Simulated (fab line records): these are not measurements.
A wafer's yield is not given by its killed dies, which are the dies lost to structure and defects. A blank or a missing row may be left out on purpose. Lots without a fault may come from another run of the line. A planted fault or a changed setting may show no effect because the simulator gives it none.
fab line records	flow nandHarc
[record] lots = 6	wafers = 18	lastDay = 32
route steps=1302 shown A_CHANNEL_HOLE_D2@601 A_CHANNEL_FILL_D2@610 END@1302
lots that met no fault: from a run of the same line without faults
startH: start of the lot's first displayed wafer, in hours after the record's first day	waitH: hours since the lot's step before	" identical to the entry in the row above	L1.1+2: several wafers, shown together as one row	- no value, or no start was given	* or withheld: withheld	< > ~ a bound
route shown NAME@n: NAME is a module with steps in the file, n the number in the route of the first one	usual: average and standard deviation across the fault-free wafers	same: alike in all rows	chamber/n: place in a boat	sites: the reading at each site	_std_site: the values' standard deviation	_edge_site: outer sites' mean less inner sites'	radiusMm: for every site, how far away it sits from the centre of the wafer	mask NAME#n: copy n	behind: the most recent tool/chamber to have shaped the wafer	hold: the reason the lot was held/the length of the hold in hours/how it ended	device: the n, p or np transistor that did not switch	end of line: at the end of the route, the tests of the same wafers	a step given without rows: its recipe and nothing more	killed: dies lost to structure and defects at the first sort, not the wafer's yield	map: the dies of a wafer, with x for killed, . for not killed, _ for no die there
set.NAME: the setting the step ran with; set.NAME@STEP: the setting that earlier step ran with	model.NAME: the simulator's own value behind a step, which no gauge read
lots seen at some steps along the route; tables by step, rows by wafer
services: a tool's chamber out of use, with start hour (startH, from the record's first day; less than 0 if before it), hours out, and reason
[[steps]]
[step NHARC_A_CHANNEL_HOLE_D2_STRIP_42]
[recipe] cf4FlowSccm = 100	chf3FlowSccm = 30	arFlowSccm = 0	biasW = 0	chemistry = CF4/CHF3
[step NHARC_A_CHANNEL_HOLE_D2_STRIP_43]
[recipe] o2FlowSccm = 400	cosFlowSccm = 20	arFlowSccm = 0	biasW = 0	chemistry = O2/COS
[step NHARC_A_CHANNEL_HOLE_D2_ETCH_44]
[recipe] targetDepthA = 1400	overetchA = 140	timeS = 77	ionEnergyEv = 100	cf4FlowSccm = 80	o2FlowSccm = 20	arFlowSccm = 0	rfW = 300	biasW = 100	chemistry = CF4/O2
[usual] drypumpMotorCurrentA = 5.7/0.51	oesProductAu = 1.002/0.0096	rfVppV = 198.5/1.4	showerheadPlenumPTorr = 1.37/0.051	throttleValvePct = 13.397/0.0092
lot.wafer	tool	chamber	startH	waitH	drypumpMotorCurrentA	oesProductAu	rfHoursCounterH	rfVppV	showerheadPlenumPTorr	throttleValvePct
L822.4	rieDiel-04	2	299.17	0.1	5.2	1.014	6	200.2	1.43	13.387
L822.1	"	0	"	"	6.3	1.010	6	198.7	1.41	13.402
L822.6	"	1	"	"	5.3	0.999	-	199.7	1.41	13.402
L826.1	rieDiel-01	3	341.01	0.1	5.8	0.982	8	196.9	1.35	13.402
L826.2	"	0	"	"	6.4	0.983	9	199.1	1.36	13.395
L826.6	"	2	"	"	4.9	1.006	-	197.6	1.32	13.378
L827.3	rieDiel-01	2	346.03	0.1	4.9	1.000	8	196.6	1.32	13.395
L827.1	"	3	"	"	5.8	0.993	9	198.9	1.35	13.406
L827.4	"	2	"	"	4.9	1.009	-	198.1	1.32	13.390
L837.1	rieDiel-01	3	444.87	0.1	5.8	0.988	3	197.4	1.34	13.396
L837.5	"	0	"	"	6.4	0.994	-	198.8	1.36	13.412
L837.6	"	1	"	"	6.1	1.001	-	196.2	1.28	13.396
L841.2	rieDiel-02	3	482.03	0.1	5.3	1.017	3	199.6	1.40	13.410
L841.4	"	1	"	"	6.3	1.007	4	195.9	1.29	13.391
L841.3	"	2	"	"	5.4	1.009	3	196.2	1.24	13.388
L842.4	rieDiel-04	3	490.51	0.1	6.1	0.995	7	199.4	1.39	13.400
L842.2	"	1	"	"	5.3	0.998	8	197.1	1.41	13.387
L842.5	"	3	"	"	6.1	0.995	-	199.6	1.39	13.383
[step NHARC_A_CHANNEL_HOLE_D2_STRIP_28]
[recipe] o2FlowSccm = 500	arFlowSccm = 0	biasW = 0	chemistry = O2
[usual] drypumpMotorCurrentA = 5.8/0.51	oesProductAu = 1.002/0.0089	rfVppV = 58.0/0.95	showerheadPlenumPTorr = 3.61/0.13	throttleValvePct = 17.037/0.0091
lot.wafer	tool	chamber	startH	waitH	drypumpMotorCurrentA	oesProductAu	rfHoursCounterH	rfVppV	showerheadPlenumPTorr	throttleValvePct
L822.4	rieDiel-04	1	-	-	5.3	1.003	6	59.3	3.72	17.029
L822.1	"	3	"	"	6.2	1.006	6	58.5	3.67	17.053
L822.6	"	1	"	"	5.4	0.999	-	57.8	3.72	17.029
L826.2	rieDiel-01	0	-	-	6.4	0.992	9	57.2	3.59	17.036
L826.1	"	1	"	"	6.2	1.007	9	58.0	3.40	17.049
L826.6	"	1	"	"	6.2	1.007	-	58.2	3.40	17.033
L827.1	rieDiel-01	2	-	-	4.9	1.008	8	56.2	3.50	17.053
L827.3	"	1	"	"	6.1	1.004	9	57.1	3.40	17.040
L827.4	"	1	"	"	6.2	1.000	-	58.9	3.40	17.043
L837.1	rieDiel-01	3	-	-	5.8	0.994	3	59.2	3.55	17.040
L837.6	"	3	"	"	5.8	0.997	-	57.8	3.55	17.023
L837.5	"	0	"	"	6.4	0.998	-	57.7	3.59	17.047
L841.4	rieDiel-02	3	-	-	5.3	1.016	3	58.4	3.69	17.049
L841.3	"	0	"	"	5.4	0.991	4	56.4	3.43	17.042
L841.2	"	1	"	"	6.3	1.002	4	57.4	3.41	17.041
L842.4	rieDiel-04	0	-	-	6.3	1.008	8	58.2	3.70	17.029
L842.2	"	1	"	"	5.4	0.996	8	57.8	3.71	17.039
L842.5	"	2	"	"	5.2	0.999	-	58.8	3.77	17.031
[step NHARC_A_CHANNEL_HOLE_D2_PRECLEAN_29]
[recipe] timeS = *	tempC = 50	bathAgeMin = 0	chemistry = SC1
[step NHARC_A_CHANNEL_HOLE_D2_SRD_30]
[step NHARC_A_CHANNEL_HOLE_D2_CD_MEAS_31]
[usual] cdNm = 90.6/1.4
lot.wafer	tool	chamber	startH	waitH	cdNm
L822.1	cdSem-02	-	299.96	-	88.5
L822.4	"	-	"	"	89.9
L822.6	"	-	"	"	90.0
L826.1	cdSem-03	-	341.79	-	90.1
L826.2	"	-	"	"	91.1
L826.6	"	-	"	"	88.1
L827.1	cdSem-02	-	346.93	-	90.2
L827.3	"	-	"	"	87.5
L827.4	"	-	"	"	87.3
L837.1	cdSem-02	-	445.65	-	89.4
L837.5	"	-	"	"	89.9
L837.6	"	-	"	"	89.5
L841.2	cdSem-01	-	482.84	-	92.6
L841.3	"	-	"	"	91.8
L841.4	"	-	"	"	90.9
L842.2	cdSem-01	-	491.30	-	91.9
L842.4	"	-	"	"	91.9
L842.5	"	-	"	"	91.6
[step NHARC_A_CHANNEL_HOLE_D2_XSEM_32]
[recipe] landingEnergyEv = 35000
[usual] botCdNm = 75.2/1.6	bowNm = 8.64/0.21	tiltDeg = 0.07/0.046
lot.wafer	tool	chamber	startH	waitH	botCdNm	bowNm	tiltDeg
L822.1	xsem-01	0	300.05	0.1	73.1	8.83	0.16
L822.4	"	0	"	"	73.9	8.81	0.16
L822.6	"	0	"	"	74.2	8.88	0.16
L826.1	xsem-01	0	341.87	0.1	75.4	8.50	0.03
L826.2	"	0	"	"	76.1	8.51	0.03
L826.6	"	0	"	"	73.2	8.48	0.03
L827.1	xsem-01	0	347.02	0.1	74.4	8.54	0.11
L827.3	"	0	"	"	71.9	8.70	0.11
L827.4	"	0	"	"	71.7	8.65	0.12
L837.1	xsem-02	0	445.74	0.1	74.1	8.47	0.08
L837.5	"	0	"	"	75.2	8.45	0.08
L837.6	"	0	"	"	74.8	8.40	0.08
L841.2	xsem-02	0	482.93	0.1	76.9	8.62	0.02
L841.3	"	0	"	"	76.4	8.70	0.02
L841.4	"	0	"	"	74.5	8.67	0.02
L842.2	xsem-01	0	491.38	0.1	76.5	8.92	0.06
L842.4	"	0	"	"	76.9	8.93	0.06
L842.5	"	0	"	"	76.8	8.96	0.06
[step NHARC_A_CHANNEL_HOLE_D2_INSPECT_40]
[usual] rawDefectCount = 259/70
lot.wafer	tool	chamber	startH	waitH	rawDefectCount
L822.1	defectInspect-01	-	300.15	-	198
L822.4	"	-	"	"	172
L822.6	"	-	"	"	143
L826.1	defectInspect-01	-	341.97	-	263
L826.2	"	-	"	"	267
L826.6	"	-	"	"	296
L827.1	defectInspect-02	-	347.12	-	221
L827.3	"	-	"	"	275
L827.4	"	-	"	"	263
L837.1	defectInspect-01	-	445.84	-	343
L837.5	"	-	"	"	438
L837.6	"	-	"	"	316
L841.2	defectInspect-02	-	483.02	-	178
L841.3	"	-	"	"	197
L841.4	"	-	"	"	219
L842.2	defectInspect-01	-	491.48	-	249
L842.4	"	-	"	"	382
L842.5	"	-	"	"	256
[step NHARC_A_CHANNEL_FILL_D2_PRECLEAN_00]
[recipe] timeS = *	tempC = 50	bathAgeMin = 0	chemistry = SC1
[step NHARC_A_CHANNEL_FILL_D2_SRD_01]
[step NHARC_A_CHANNEL_FILL_D2_ALD_02]
[recipe] targetThkA = 60	pulseTimeS = 10	aldCycles = 60	tempC = 300	material = SiO2
[usual] heaterPowerW = 478/51	precursorPulseHeightRel = 1.002/0.021	susceptorTempC = 299.96/0.19
[same] pulseTimeS = 10
lot.wafer	tool	chamber	startH	waitH	heaterPowerW	precursorPulseHeightRel	susceptorTempC
L822.4	aldHk-03	1	300.41	-	400	0.989	299.80
L822.1	"	2	"	"	538	0.999	299.80
L822.6	"	0	"	"	455	0.966	300.07
L826.1	aldHk-03	2	345.12	-	551	0.994	300.04
L826.2	"	3	"	"	552	0.994	300.15
L826.6	"	2	"	"	542	0.972	299.87
L827.4	aldHk-03	3	347.31	-	556	0.982	300.01
L827.1	"	1	"	"	405	0.961	299.98
L827.3	"	2	"	"	545	0.971	300.07
L837.1	aldHk-04	1	446.03	-	459	1.007	300.02
L837.6	"	1	"	"	458	1.013	300.24
L837.5	"	2	"	"	449	0.976	300.45
L841.4	aldHk-03	2	483.22	-	530	1.012	299.93
L841.3	"	3	"	"	544	1.033	300.06
L841.2	"	0	"	"	474	0.999	299.94
L842.2	aldHk-04	0	491.82	-	498	1.001	300.05
L842.4	"	1	"	"	454	1.035	299.88
L842.5	"	2	"	"	447	0.995	299.77
[step NHARC_A_CHANNEL_FILL_D2_ALD_03]
[recipe] targetThkA = 60	pulseTimeS = 60	aldCycles = 58	tempC = 630	pressureTorr = 2	material = SiNx
[usual] precursorPulseHeightRel = 1.001/0.02	susceptorTempC = 630.0/0.34
[same] pulseTimeS = 60
lot.wafer	tool	chamber	startH	waitH	precursorPulseHeightRel	susceptorTempC
L822.1	aldSinBatch-01	0	303.77	-	0.981	-
L822.4	"	0	"	"	0.987	-
L822.6	"	0	"	"	1.003	-
L826.1	aldSinBatch-02	0	348.49	-	1.046	646.2
L826.2	"	0	"	"	1.010	645.9
L826.6	"	0	"	"	0.989	645.8
L827.1	aldSinBatch-02	0	348.49	-	1.024	646.0
L827.3	"	0	"	"	0.970	646.5
L827.4	"	0	"	"	1.013	646.0
L837.1	aldSinBatch-02	0	449.48	-	0.998	629.9
L837.5	"	0	"	"	1.007	630.1
L837.6	"	0	"	"	0.989	630.1
L841.2	aldSinBatch-01	0	486.07	-	1.022	-
L841.3	"	0	"	"	0.978	-
L841.4	"	0	"	"	0.984	-
L842.2	aldSinBatch-02	0	495.11	-	0.972	629.6
L842.4	"	0	"	"	1.011	629.3
L842.5	"	0	"	"	1.030	629.3
[step NHARC_A_CHANNEL_FILL_D2_ALD_14]
[recipe] targetThkA = 25	pulseTimeS = 10	aldCycles = 25	tempC = 300	material = SiO2
[usual] heaterPowerW = 475/47	precursorPulseHeightRel = 1.000/0.02	susceptorTempC = 300.00/0.2
[same] pulseTimeS = 10
lot.wafer	tool	chamber	startH	waitH	heaterPowerW	precursorPulseHeightRel	susceptorTempC
L822.1	aldHk-03	0	307.35	0.1	463	0.997	300.43
L822.4	"	2	"	"	551	0.992	299.84
L822.6	"	0	"	"	450	0.995	300.08
L827.3	aldHk-03	0	352.09	0.0	447	1.029	-
L827.4	"	2	"	"	552	1.016	-
L827.1	"	3	"	"	561	0.999	-
L826.1	aldHk-04	2	352.10	0.0	444	0.999	299.74
L826.2	"	0	"	"	482	0.971	300.16
L826.6	"	2	"	"	440	0.995	299.92
L837.1	aldHk-04	2	453.18	0.1	453	1.041	300.22
L837.5	"	0	"	"	502	1.005	299.82
L837.6	"	1	"	"	455	0.973	299.99
L841.3	aldHk-04	2	489.63	0.0	458	0.989	300.09
L841.4	"	3	"	"	473	1.007	300.01
L841.2	"	1	"	"	457	0.979	300.23
L842.2	aldHk-03	1	498.69	0.0	422	1.011	300.20
L842.4	"	3	"	"	586	0.975	299.81
L842.5	"	1	"	"	413	1.004	299.86
[step NHARC_END_SORT_01]
[recipe] tempC = 25
[usual] killedAtArray = 53/20	killedAtOther = 1/1.2	killedAtPeriphery = 3.7/2.6	killedDies = 58/20	killedOpen = 3.5/1.8	killedShort = 2.4/1.7
[same] grossDies = 677
lot.wafer	tool	chamber	startH	waitH	killedAtArray	killedAtOther	killedAtPeriphery	killedDies	killedOpen	killedShort
L822.1	prober-02	0	555.83	2.5	11	0	5	16	2	3
L822.4	prober-02	0	558.21	3.4	26	0	3	29	3	3
L822.6	prober-02	0	559.80	4.0	22	1	4	27	1	1
// killed by level:class
L822.1 A_BONDPAD:chamberFilmFlake=3 P_M1:chamberFilmFlake=2 P_CONTACT:geometricParticle:open=1 A_CHANNEL_FILL_D1:geometricParticle:open=1 A_DECK1_JOINT:geometricParticle:short=1 A_CHANNEL_FILL_D2:geometricParticle:short=1 A_WL_FILL:geometricParticle:short=1 P_STI:chamberFilmFlake=1
L822.4 A_BONDPAD:chamberFilmFlake=6 A_CHANNEL_HOLE_D2:chamberFilmFlake=5 A_CONTACT:chamberFilmFlake=4 A_WL_FILL:geometricParticle:short=2 A_ZERO_WELL:chamberFilmFlake=2 A_STAIRCASE:chamberFilmFlake=2 P_STI:geometricParticle:short=1 P_GATE:geometricParticle:open=1
L822.6 A_CHANNEL_HOLE_D2:chamberFilmFlake=10 A_CONTACT:chamberFilmFlake=3 A_BONDPAD:chamberFilmFlake=3 P_STI:chamberFilmFlake=2 P_M1:chamberFilmFlake=2 A_ZERO_WELL:chamberFilmFlake=2 A_ONON_D1:geometricParticle:open=1 A_WL_FILL:geometricParticle:short=1
[[services]]
tool	chamber	startH	hours	kind
rieDiel-01	1	288.30	1.6	repair
rieDiel-01	-	339.86	0.5	repair
rieDiel-01	-	342.83	2.2	repair
rieDiel-04	-	354.90	9.0	pm
aldHk-03	-	360.29	0.5	repair
xsem-01	-	374.00	14.0	pm
rieDiel-04	1	375.06	8.3	repair
rieDiel-01	-	380.99	9.0	pm
rieDiel-02	0	381.28	5.2	repair
aldHk-03	-	390.00	10.0	pm
aldHk-03	0	390.00	10.0	ventCycle
aldHk-03	1	390.00	10.0	ventCycle
aldHk-03	2	390.00	10.0	ventCycle
aldHk-03	3	390.00	10.0	ventCycle
rieDiel-04	3	393.68	12.1	repair
rieDiel-02	-	393.70	9.0	pm
aldHk-03	0	400.00	-	clean
aldHk-03	1	400.00	-	clean
aldHk-03	2	400.00	-	clean
aldHk-03	3	400.00	-	clean
rieDiel-01	-	404.88	0.4	repair
aldHk-04	-	434.18	10.0	pm
rieDiel-01	1	464.60	17.9	repair
rieDiel-01	3	494.40	2.5	repair
[[key]]
[firstSign] step = NHARC_A_CHANNEL_FILL_D2_ALD_03	reading = susceptorTempC	direction = up	sigmas = 48	usual = *	struck = *
effect none on later readings
metAt NHARC_A_CHANNEL_FILL_D2_ALD_03
struckWafers L826.1,L826.2,L826.6,L827.1,L827.3,L827.4
testerLeftOut L826,L827
[fault] kind = processParameterDrift	tool = aldSinBatch-02	chamber = -	onsetH = 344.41	steps = NHARC_A_CHANNEL_FILL_D1_ALD_03,NHARC_A_CHANNEL_FILL_D1_ALD_15,NHARC_A_CHANNEL_FILL_D2_ALD_03,NHARC_A_CHANNEL_FILL_D2_ALD_15	channel = tempC	offset = *	shape = step	endH = 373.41	stated = *
// testerLeftOut: of these lots the tester's yield and bins aren't shown, on N5 and GAA mostly nor the transistor test; their killed dies are dies lost to structure and defects alone, not to doping, threshold or leakage, so they don't give the yield
